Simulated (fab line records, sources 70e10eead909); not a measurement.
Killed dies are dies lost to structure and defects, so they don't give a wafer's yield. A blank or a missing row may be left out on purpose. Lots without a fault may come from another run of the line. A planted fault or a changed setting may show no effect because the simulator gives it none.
fab line records | flow nand_harc
record lots=12 wafers=36 last_day=34
route steps=1302 shown P_ZERO_WELL@18 P_STI@88 END@1302
lots that met no fault: from a run of the same line without faults
start_h: hours from the record's first day to the start of the lot's first wafer shown | wait_h: hours since the lot's step before | " the same as in the row above | L1.1+2: a row that stands for several wafers | - no value, or no start given | * or withheld: withheld | < > ~ a bound
route shown NAME@n: a module of which the file shows steps, and the number in the route of the first | usual: mean/standard deviation of fault-free wafers | same: alike in all rows | chamber/n: place in a boat | sites: the reading at each site | _std_site: their standard deviation | _edge_site: outer sites' mean less inner sites' | radius_mm: how far each site lies from the wafer's centre | mask NAME#n: copy n | behind: the tool/chamber that last shaped the wafer | hold: why the lot was held/for how many hours/how that ended | device: the transistor (n, p or np) that didn't switch | end of line: the same wafers' tests at the end of the route | a step without rows: its recipe alone | killed: dies lost to structure and defects at the first sort, not the wafer's yield | map: a wafer's dies, x killed, . not, _ none there
set.NAME: the setting as run; set.NAME@STEP: as run at that earlier step | model.NAME: the simulator's own value behind a step, which no gauge read
steps of the route over a sample of lots; a table a step, a row a wafer
services: from which hour (start_h, from the record's first day; less than 0 if before it) a tool's chamber was out of use, for how many hours, and why
## steps
# step NHARC_P_ZERO_WELL_ETCH_62
# recipe target_depth_a=130 time_s=6.5 chf3_flow_sccm=50 ar_flow_sccm=200 rf_w=500 bias_w=200 chemistry=CHF3/Ar
# usual drypump_motor_current_A=5.9/0.35 mfc_ar_sccm=200.0/0.63 oes_product_au=0.965/0.018 rf_vpp_V=369.7/2.9 showerhead_plenum_p_Torr=2.30/0.12 throttle_valve_pct=20.217/0.01
# same time_s=6.5
# columns lot.wafer tool chamber start_h wait_h drypump_motor_current_A mfc_ar_sccm oes_product_au rf_hours_counter_h rf_vpp_V showerhead_plenum_p_Torr throttle_valve_pct
L553.4 rie_diel-05 2 - - 5.8 200.0 0.975 46 370.5 2.33 20.196
L553.3 " 0 " " 5.6 199.8 0.976 48 367.1 2.21 20.191
L553.5 " 3 " " 6.0 198.8 0.952 - 370.8 2.35 20.221
L554.2 rie_diel-13 3 - - 5.9 201.2 0.960 9 367.4 2.23 20.228
L554.1 " 1 " " 6.6 200.0 0.957 13 373.9 2.53 20.213
L554.6 " 2 " " 5.7 201.0 0.947 - 368.1 2.19 20.226
L555.4 rie_diel-08 2 - - 5.9 200.0 0.988 7 368.2 2.21 20.227
L555.3 " 1 " " 6.3 200.4 0.961 7 367.2 2.19 20.207
L555.5 " 3 " " 5.2 200.6 0.977 - 370.9 2.39 20.209
L558.2 rie_diel-13 1 - - 6.6 199.8 0.935 23 376.0 2.53 20.210
L558.3 " 2 " " 5.7 200.3 0.928 19 367.4 2.19 20.210
L558.5 " 0 " " 5.6 200.5 0.925 - 369.3 2.25 20.221
L564.2 rie_diel-08 1 - - 6.3 199.9 0.966 36 367.9 2.18 20.220
L564.1 " 3 " " 5.2 200.8 0.943 34 371.7 2.38 20.222
L564.5 " 2 " " 5.9 199.9 0.959 - 366.0 2.20 20.223
L565.3 rie_diel-13 2 - - 5.7 199.9 0.964 45 366.9 2.18 20.217
L565.2 " 1 " " 6.6 199.7 0.967 47 376.3 2.52 20.213
L565.5 " 2 " " 5.7 200.7 0.966 - 367.5 2.18 20.234
L566.2 rie_diel-13 3 - - 5.9 199.7 0.975 38 367.3 2.22 20.209
L566.5 " 1 " " 6.7 199.5 0.949 - 375.2 2.51 20.219
L566.6 " 2 " " 5.7 198.9 0.958 - 367.6 2.18 20.204
L567.2 rie_diel-05 2 - - 5.8 200.5 0.989 35 370.9 2.32 20.220
L567.3 " 0 " " 5.6 199.8 0.982 35 367.2 2.20 20.214
L567.5 " 2 " " 5.8 200.4 0.974 - 369.8 2.32 20.218
L568.1 rie_diel-08 0 - - 5.9 200.0 0.937 45 369.9 2.33 20.210
L568.3 " 1 " " 6.3 199.9 0.929 47 367.7 2.18 20.214
L568.2 " 3 " " 5.2 200.7 0.925 44 371.8 2.38 20.208
L574.1 rie_diel-13 1 - - 6.6 200.3 1.012 21 375.0 2.50 20.204
L574.3 " 0 " " 5.6 200.8 0.955 23 368.7 2.24 20.202
L574.5 " 2 " " 5.7 199.6 0.970 - 374.0 2.53 20.208
L575.3 rie_diel-05 1 - - 6.1 200.9 0.958 1 375.0 2.54 20.225
L575.1 " 2 " " 5.8 200.4 0.982 1 370.4 2.31 20.238
L575.4 " 0 " " 5.6 200.8 0.979 - 366.7 2.19 20.211
L576.3 rie_diel-05 2 - - 5.8 199.8 0.972 4 371.1 2.31 20.231
L576.6 " 2 " " 5.8 198.9 0.961 - 369.7 2.31 20.201
L576.4 " 1 " " 6.2 200.2 0.953 - 374.3 2.53 20.226
# step NHARC_P_ZERO_WELL_IMPLANT_58
# recipe energy_kev=100 dose_cm2=2e+12 tilt_deg=7
# usual beam_energy_keV=100.00/0.031 beam_on_s=10.00/0.22 faraday_current_uA=25.4/0.55 implant_ion_amu=75/0 tilt_deg=6.997/0.02
# columns lot.wafer tool chamber start_h wait_h beam_energy_keV beam_on_s faraday_current_uA implant_ion_amu tilt_deg
L553.3 implanter-02 0 23.56 0.1 100.03 9.92 25.6 75 7.007
L553.4 " 0 " " 99.97 10.17 24.9 75 7.002
L553.5 " 0 " " 100.01 10.32 24.5 75 6.999
L554.1 implanter-02 0 33.38 0.1 99.94 10.10 25.2 75 6.980
L554.2 " 0 " " 99.98 9.42 26.9 75 6.991
L554.6 " 0 " " 100.03 9.79 25.9 75 7.014
L555.3 implanter-02 0 43.33 0.1 100.01 10.26 24.7 75 7.012
L555.4 " 0 " " 100.01 10.25 24.8 75 7.017
L555.5 " 0 " " 99.99 10.17 24.9 75 7.005
L558.2 implanter-01 0 73.37 0.1 100.02 9.46 26.8 75 7.001
L558.3 " 0 " " 100.00 9.82 25.7 75 7.004
L558.5 " 0 " " 99.99 10.16 25.0 75 6.989
L564.1 implanter-01 0 133.27 0.2 100.02 9.96 25.4 75 7.020
L564.2 " 0 " " 99.98 10.01 25.4 75 7.040
L564.5 " 0 " " 100.04 9.79 25.9 75 7.018
L565.2 implanter-01 - 143.24 0.2 - - - - -
L565.3 " - " " - - - - -
L565.5 " - " " - - - - -
L566.2 implanter-01 - 153.34 0.1 - - - - -
L566.5 " - " " - - - - -
L566.6 " - " " - - - - -
L567.2 implanter-02 - 163.32 0.2 - - - - -
L567.3 " - " " - - - - -
L567.5 " - " " - - - - -
L568.1 implanter-02 0 173.68 0.2 100.06 10.11 25.1 75 6.991
L568.2 " 0 " " 99.99 10.40 24.4 75 6.970
L568.3 " 0 " " 100.02 9.79 25.9 75 6.996
L574.1 implanter-01 0 233.25 0.2 100.01 10.08 25.3 75 6.983
L574.3 " 0 " " 100.04 9.87 25.7 75 7.003
L574.5 " 0 " " 99.99 10.18 24.9 75 6.933
L575.1 implanter-02 0 243.16 0.2 99.99 9.31 27.1 75 7.008
L575.3 " 0 " " 99.98 10.23 24.9 75 7.006
L575.4 " 0 " " 100.01 9.75 26.0 75 7.021
L576.3 implanter-01 0 253.48 0.2 100.00 10.08 25.3 75 6.985
L576.4 " 0 " " 99.97 10.43 24.4 75 6.987
L576.6 " 0 " " 100.03 9.83 25.7 75 6.982
# step NHARC_P_STI_ETCH_42
# recipe target_depth_a=800 overetch_a=240 time_s=61 ion_energy_ev=200 n2_flow_sccm=150 h2_flow_sccm=150 ar_flow_sccm=0 rf_w=400 bias_w=150 chemistry=N2/H2
# usual drypump_motor_current_A=5.8/0.52 mfc_ar_sccm=0.012/0.014 oes_product_au=1.000/0.0091 rf_vpp_V=430.8/2.6 showerhead_plenum_p_Torr=2.05/0.089 throttle_valve_pct=14.172/0.0093
# same time_s=61
# columns lot.wafer tool chamber start_h wait_h drypump_motor_current_A mfc_ar_sccm oes_product_au rf_hours_counter_h rf_vpp_V showerhead_plenum_p_Torr throttle_valve_pct
L553.4 rie_diel-10 2 44.75 0.1 5.9 0 0.993 7 432.2 2.09 14.149
L553.3 " 1 " " 6.5 0.036 0.995 7 429.8 1.98 14.171
L553.5 " 3 " " 5.6 0.000 1.008 - 434.2 2.18 14.183
L554.2 rie_diel-01 0 54.80 0.1 5.6 0.008 1.009 2 431.6 2.04 14.164
L554.1 " 2 " " 5.2 0.021 0.999 1 427.1 1.93 14.162
L554.6 " 3 " " 5.3 0 1.007 - 432.0 2.10 14.154
L555.3 rie_diel-09 3 65.34 0.1 6.4 0 0.986 5 429.0 2.01 14.177
L555.4 " 1 " " 6.2 0.043 1.007 6 431.8 2.04 14.168
L555.5 " 0 " " 6.5 0 0.997 - 434.2 2.18 14.178
L558.3 rie_diel-01 3 97.17 0.1 5.3 0 1.001 5 432.2 2.10 14.180
L558.2 " 0 " " 5.6 0.008 1.019 5 431.7 2.04 14.147
L558.5 " 2 " " 5.2 0.021 1.011 - 426.6 1.93 14.165
L564.1 rie_diel-01 2 155.23 0.1 5.1 0.021 0.995 10 427.2 1.93 14.164
L564.2 " 3 " " 5.3 0 1.000 10 432.2 2.10 14.177
L564.5 " 2 " " 5.1 0.021 0.991 - 426.8 1.93 14.181
L568.2 rie_diel-01 3 194.74 0.1 5.3 0 1.008 13 433.2 2.10 14.178
L568.1 " 1 " " 6.5 0.011 1.000 13 427.9 1.94 14.180
L568.3 " 2 " " 5.1 0.021 0.985 13 426.4 1.93 14.170
L574.3 rie_diel-09 3 253.99 0.1 6.3 0 0.990 4 429.9 2.01 14.177
L574.1 " 0 " " 6.5 0 1.006 5 435.1 2.18 14.160
L574.5 " 1 " " 6.2 0.043 0.983 - 430.0 2.04 14.170
L575.4 rie_diel-01 3 264.54 0.1 5.3 0 1.012 4 432.1 2.09 14.172
L575.1 " 0 " " 5.7 0.008 1.010 3 431.8 2.04 14.178
L575.3 " 2 " " 5.2 0.021 0.980 3 427.7 1.93 14.163
L576.4 rie_diel-01 0 274.71 0.1 5.6 0.008 0.985 4 432.2 2.04 14.184
L576.3 " 1 " " 6.5 0.011 0.994 4 427.6 1.94 14.176
L576.6 " 2 " " 5.2 0.021 0.992 - 426.1 1.93 14.163
# step NHARC_P_STI_INSPECT_25
# usual raw_defect_count=213/84
# columns lot.wafer tool chamber start_h wait_h raw_defect_count
L553.3 defect_inspect-02 - 72.55 0.4 128
L553.4 " - " " 110
L553.5 " - " " 155
L554.1 defect_inspect-02 - 81.55 0.4 119
L554.2 " - " " 130
L554.6 " - " " 109
L555.3 defect_inspect-01 - 94.54 0.4 115
L555.4 " - " " 146
L555.5 " - " " 290
L558.2 defect_inspect-02 - 123.88 0.4 147
L558.3 " - " " 198
L558.5 " - " " 149
L564.1 defect_inspect-02 - 181.25 0.4 133
L564.2 " - " " 265
L564.5 " - " " 229
L568.1 defect_inspect-02 - 218.86 0.4 157
L568.2 " - " " 173
L568.3 " - " " 207
L574.1 defect_inspect-01 - 283.50 0.4 244
L574.3 " - " " 263
L574.5 " - " " 256
L575.1 defect_inspect-01 - 290.83 0.4 382
L575.3 " - " " 200
L575.4 " - " " 303
L576.3 defect_inspect-01 - 303.49 0.4 181
L576.4 " - " " 131
L576.6 " - " " 87
# step NHARC_END_SORT_01
# recipe temp_c=25
# usual killed_at_array=49/19 killed_at_other=0.9/1.1 killed_at_periphery=4.0/2.7 killed_dies=54/19 killed_open=3.3/1.8 killed_short=2.6/1.6
# same gross_dies=677
# columns lot.wafer tool chamber start_h wait_h killed_at_array killed_at_other killed_at_periphery killed_dies killed_open killed_short
L565.2 prober-02 0 686.37 2.8 59 1 617 677 5 3
L565.3 prober-02 0 687.16 3.1 51 3 623 677 4 1
L565.5 prober-02 0 688.74 3.7 39 0 638 677 4 1
L566.2 prober-02 0 715.55 2.8 86 1 590 677 3 1
L566.5 prober-02 0 717.97 3.7 79 1 597 677 4 1
L566.6 prober-02 0 718.78 4.0 63 2 612 677 4 1
L567.2 prober-01 0 723.38 2.8 61 1 615 677 3 2
L567.3 prober-01 0 724.18 3.1 53 2 622 677 2 3
L567.5 prober-01 0 725.77 3.7 67 0 610 677 3 1
# killed by level:class
L565.2 P_ZERO_WELL:area_implant=616 A_CHANNEL_HOLE_D1:chamber_film_flake=34 A_CHANNEL_FILL_D1:chamber_film_flake=7 A_STAIRCASE:chamber_film_flake=6 A_WL_FILL:geometric_particle:short=3 A_CHANNEL_FILL_D1:geometric_particle:open=2 A_WL_FILL:chamber_film_flake=2 P_CONTACT:geometric_particle:open=1
L565.3 P_ZERO_WELL:area_implant=621 A_CHANNEL_HOLE_D1:chamber_film_flake=32 A_STAIRCASE:chamber_film_flake=5 A_WL_FILL:chamber_film_flake=4 THIN_TSV:chamber_film_flake=2 A_SLIT:chamber_film_flake=2 A_CONTACT:chamber_film_flake=2 P_GATE:geometric_particle:open=1
L565.5 P_ZERO_WELL:area_implant=635 A_CHANNEL_HOLE_D1:chamber_film_flake=18 A_CHANNEL_FILL_D1:chamber_film_flake=5 A_STAIRCASE:chamber_film_flake=4 A_SLIT:chamber_film_flake=3 A_CONTACT:chamber_film_flake=3 A_WL_FILL:chamber_film_flake=2 P_M0:geometric_particle:open=1
L566.2 P_ZERO_WELL:area_implant=590 A_CHANNEL_HOLE_D1:chamber_film_flake=36 A_SLIT:chamber_film_flake=24 A_CHANNEL_HOLE_D2:chamber_film_flake=14 A_CONTACT:chamber_film_flake=3 A_CHANNEL_FILL_D2:chamber_film_flake=2 A_STAIRCASE:chamber_film_flake=2 A_DECK1_JOINT:geometric_particle:open=1
L566.5 P_ZERO_WELL:area_implant=595 A_CHANNEL_HOLE_D1:chamber_film_flake=29 A_SLIT:chamber_film_flake=28 A_CHANNEL_HOLE_D2:chamber_film_flake=11 A_CONTACT:chamber_film_flake=3 A_STAIRCASE:chamber_film_flake=2 P_CONTACT:geometric_particle:open=1 A_ONON_D1:geometric_particle:open=1
L566.6 P_ZERO_WELL:area_implant=610 A_SLIT:chamber_film_flake=21 A_CHANNEL_HOLE_D1:chamber_film_flake=17 A_CHANNEL_HOLE_D2:chamber_film_flake=16 A_ZERO_WELL:chamber_film_flake=2 THIN_TSV:chamber_film_flake=2 A_CHANNEL_FILL_D2:chamber_film_flake=2 P_M0:geometric_particle:short=1
L567.2 P_ZERO_WELL:area_implant=613 A_CHANNEL_HOLE_D1:chamber_film_flake=28 A_SLIT:chamber_film_flake=24 A_CHANNEL_HOLE_D2:chamber_film_flake=3 A_CONTACT:chamber_film_flake=2 P_GATE:geometric_particle:open=1 P_CONTACT:geometric_particle:short=1 A_ONON_D1:geometric_particle:open=1
L567.3 P_ZERO_WELL:area_implant=622 A_CHANNEL_HOLE_D1:chamber_film_flake=21 A_SLIT:chamber_film_flake=17 A_CHANNEL_HOLE_D2:chamber_film_flake=5 A_CONTACT:chamber_film_flake=3 A_ONON_D2:geometric_particle:short=2 A_M0:chamber_film_flake=2 A_CHANNEL_FILL_D1:geometric_particle:open=1
L567.5 P_ZERO_WELL:area_implant=609 A_SLIT:chamber_film_flake=32 A_CHANNEL_HOLE_D1:chamber_film_flake=20 A_STAIRCASE:chamber_film_flake=6 A_CHANNEL_HOLE_D2:chamber_film_flake=3 P_GATE:geometric_particle:open=1 A_ONON_D1:geometric_particle:short=1 A_ONON_D1:geometric_particle:open=1
## services
# columns tool chamber start_h hours kind
rie_diel-09 - 3.36 0.7 repair
rie_diel-01 2 13.32 4.1 repair
rie_diel-08 - 13.80 9.0 pm
rie_diel-01 - 26.80 9.0 pm
implanter-01 - 48.45 7.2 repair
rie_diel-05 0 52.76 2.9 repair
rie_diel-05 - 53.43 9.0 pm
rie_diel-05 2 73.44 9.6 repair
implanter-02 - 88.10 2.0 repair
rie_diel-01 1 94.73 6.9 repair
rie_diel-13 3 103.38 21.3 repair
rie_diel-05 1 114.36 29.7 repair
rie_diel-13 - 123.81 2.3 repair
rie_diel-05 3 124.12 2.1 repair
rie_diel-08 - 143.67 0.3 repair
rie_diel-05 3 144.93 132.0 repair
implanter-02 - 146.43 13.0 pm
rie_diel-13 - 165.10 9.0 pm
rie_diel-08 - 190.80 9.0 pm
implanter-02 - 193.78 2.9 repair
rie_diel-01 - 203.84 9.0 pm
rie_diel-08 1 209.43 16.6 repair
rie_diel-01 - 225.73 0.3 repair
rie_diel-05 - 230.60 9.0 pm
## key
first_sign step=NHARC_P_ZERO_WELL_IMPLANT_58 reading=tool_record direction=missing
effect step=NHARC_END_SORT_01 reading=killed_at_periphery direction=up sigmas=99+ usual=4.0 struck=613.8
more_kills_born_at NHARC_P_ZERO_WELL_IMPLANT_58@implanter-01=3667 NHARC_P_ZERO_WELL_IMPLANT_58@implanter-02=1844
met_at NHARC_P_ZERO_WELL_IMPLANT_58
struck_lots L565,L566,L567
later_rows_left_out L565.2,L565.3,L565.5,L566.2,L566.5,L566.6,L567.2,L567.3,L567.5
tester_left_out L565,L566,L567
not_acting_at NHARC_P_ZERO_WELL_ETCH_62,NHARC_P_STI_ETCH_42,NHARC_P_STI_INSPECT_25
onset_between 133.27 143.24
fault kind=skipped_step_whole tool=implanter-01,implanter-02 chamber=- onset_h=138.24 steps=NHARC_P_ZERO_WELL_IMPLANT_58 scope=struck_lots_only
# tester_left_out: of these lots the tester's yield and bins aren't shown, on N5 and GAA mostly nor the transistor test; their killed dies are dies lost to structure and defects alone, not to doping, threshold or leakage, so they don't give the yield
# later_rows_left_out: the simulator's readings of these wafers behind a module that went badly wrong aren't trusted and aren't shown, but for the sort
